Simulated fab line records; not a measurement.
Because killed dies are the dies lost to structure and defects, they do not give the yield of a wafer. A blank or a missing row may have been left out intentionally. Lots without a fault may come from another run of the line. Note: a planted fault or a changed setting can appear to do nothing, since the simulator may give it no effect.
Chamber matching :: flow nand harc :: NHARC_A_CONTACT_ETCH_98 on rie diel-13: 4 sister chambers
The step etches the open film in C4F6/O2, target depth 20 nm, time 10 s. 4 wafers are shown with their chamber, then 7 later ones without.

## WAFERS WITH THEIR CHAMBER
wafer: L845.3
chamber: 0
drypump motor current A (A): 5.2

wafer: L845.4
chamber: 1
drypump motor current A (A): 6.0

wafer: L848.2
chamber: 3
drypump motor current A (A): 5.6

wafer: L848.6
chamber: 2
drypump motor current A (A): 6.2

## WAFERS WHOSE CHAMBER IS MISSING
wafer: L849.3
drypump motor current A (A): 6.2

wafer: L849.4
drypump motor current A (A): 5.6

wafer: L849.5
drypump motor current A (A): 6.0

wafer: L852.5
drypump motor current A (A): 5.1

wafer: L855.4
drypump motor current A (A): 6.3

wafer: L856.4
drypump motor current A (A): 6.2

wafer: L856.5
drypump motor current A (A): 5.1

## WHICH CHAMBER EACH WENT THROUGH
wafer: L849.3
from the rows above: 2
in truth: 2

wafer: L849.4
from the rows above: 3
in truth: 3

wafer: L849.5
from the rows above: 1
in truth: 1

wafer: L852.5
from the rows above: 0
in truth: 0

wafer: L855.4
from the rows above: 2
in truth: 2

wafer: L856.4
from the rows above: 2
in truth: 2

wafer: L856.5
from the rows above: 0
in truth: 0
Placed correctly: 7 of 7. From these rows, 0 cannot be placed. Wrongly placed: 0.
How it was worked out, from the rows above alone: a wafer's distance from a chamber is the root of the sum, over the readings, of the square of ((its reading less the chamber's mean) divided by the reading's scatter). The wafer belongs to the nearest chamber; if the next one is less than 2 further off, it can't be placed. A chamber's mean is the mean of its shown wafers. The scatter (one wafer shown for each chamber): square how far every hidden wafer sits from the nearest shown wafer, average those squares and take the square root.
